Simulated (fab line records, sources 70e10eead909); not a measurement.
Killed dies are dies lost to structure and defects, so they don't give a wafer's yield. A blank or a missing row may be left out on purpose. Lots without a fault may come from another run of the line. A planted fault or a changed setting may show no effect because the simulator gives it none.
Problem report in the 8D (eight disciplines) form, filled by code | flow nand_harc | the parts of the form that need people (team, actions taken, sign-off) are left out

1. THE PROBLEM
time_to_endpoint_s at NHARC_A_CONTACT_CMP_20 reads a mean of 0.6 s on 9 wafers of 3 lots; wafers without a fault read 59.4 s with a standard deviation of 2.6. That is -23 standard deviations from the usual mean.
The step: polishes, t overpolish 30 s, target thk 300 nm.
First seen on wafer L773.2, day 27 23:02, on cmp-02. The record holds 45 wafers of 15 lots with a number at this step. Rule for "out", or "out of limits": more than 4 standard deviations from the usual mean. The other wafers with a number count as sound.

2. WHAT IT IS AND WHAT IT IS NOT
question                    | is                     | is not
which readings at this step | time_to_endpoint_s     | motor_current_A, overpolish_run_s
which lots                  | L773, L774, L775       | L760, L761, L762, L763, L764, L765, L766, L767, L768, L781, L782, L783
which wafers of those lots  | all that have a number | -
read on which tools         | cmp-02, cmp-04         | cmp-03
when                        | from day 27 23:02      | up to then (27 sound wafers); but 9 sound wafers of L781, L782, L783 came after

3. SUSPECTS, AND WHAT RULES EACH OUT
Counting: a tool at a process step up to the reading stays a suspect if it ran every lot that is out and no sound lot after the first of them.
- cvd_w-02 at NHARC_A_CONTACT_CVD_19 (deposits W, target thk 300 nm, time 802 s): ruled out as a lasting fault. Sound lots L783 ran on it after its first lot that is out, L773 (day 27 22:11).
Left after counting: nothing in the record.

4. THE CAUSE (what the simulator had put in)
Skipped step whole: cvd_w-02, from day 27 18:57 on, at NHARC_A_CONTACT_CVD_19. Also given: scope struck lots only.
Counting ruled it out, wrongly: the rule takes a fault to strike every lot that its tool runs from its start on, and this one did not.

5. THE CHAIN OF EFFECTS, in route order
Each row: a reading whose mean over the struck wafers that have a number lies more than 3 standard deviations from the usual. Only readings for which the record gives a usual standard deviation are gone through. hours: the time from each lot's start at the first step in this table that gives one to its start at this step, as a median over the lots. sigmas: the change in usual standard deviations.
hours | step                   | reading            | usual  | on struck wafers | change | sigmas
0     | NHARC_A_CONTACT_CMP_20 | time_to_endpoint_s | 59.4 s | 0.6              | -58.8  | -23
The process steps in it:
- NHARC_A_CONTACT_CMP_20: polishes, t overpolish 30 s, target thk 300 nm.
Readings that are blank on the struck wafers while sound wafers have them: chamber_pressure_Torr at NHARC_A_CONTACT_CVD_19; heater_power_outer_w at NHARC_A_CONTACT_CVD_19; heater_power_w at NHARC_A_CONTACT_CVD_19; throttle_valve_pct at NHARC_A_CONTACT_CVD_19.

6. WHAT WOULD HAVE CAUGHT IT SOONER
In this record the first reading out of limits was taken at day 27 23:02, 4 hours after the fault began at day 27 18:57.
At NHARC_A_CONTACT_CVD_19 the tool's readings are blank on the struck wafers, where sound wafers have them: an empty tool record is the first sign, and it was there at once.
